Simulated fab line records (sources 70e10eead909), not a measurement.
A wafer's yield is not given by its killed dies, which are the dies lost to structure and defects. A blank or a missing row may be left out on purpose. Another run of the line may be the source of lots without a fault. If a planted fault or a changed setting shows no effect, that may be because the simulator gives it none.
Chamber matching | flow nand-harc | pecvd-04 running NHARC_A_SLIT_DEP_25: 3 sister chambers
The step deposits SiO2, target thk 200 nm. 3 wafers are shown with their chamber, then 7 later ones without.

== WAFERS WITH THEIR CHAMBER ==
wafer  | chamber | throttle-valve-pct (%)
L086.1 | 2       | 16.4
L088.2 | 1       | 15.5
L088.4 | 0       | 16.2

== WAFERS WITHOUT THEIR CHAMBER ==
wafer  | throttle-valve-pct (%)
L088.5 | 15.3
L091.2 | 16.8
L091.3 | 15.4
L091.4 | 16.5
L096.1 | 16.2
L096.2 | 15.2
L096.5 | 15.0

== WHICH CHAMBER EACH WENT THROUGH ==
wafer  | from the rows above     | in truth
L088.5 | 1                       | 1
L091.2 | can't be placed: 2 or 0 | 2
L091.3 | 1                       | 1
L091.4 | can't be placed: 2 or 0 | 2
L096.1 | can't be placed: 0 or 2 | 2
L096.2 | 1                       | 1
L096.5 | 1                       | 1
Correct placement for 4 of the 7. Unplaceable from these rows: 3, with the true chamber sitting among the candidates in 3. 0 placed wrongly.
How it was worked out, from the rows above alone: a wafer's distance from a chamber is the root of the sum, over the readings, of the square of ((its reading less the chamber's mean) divided by the reading's scatter). The wafer belongs to the nearest chamber; if the next one is less than 2 further off, it can't be placed. Each chamber's mean is taken over the wafers shown for it. The scatter (one wafer shown for each chamber): square how far every hidden wafer sits from the nearest shown wafer, average those squares and take the square root.
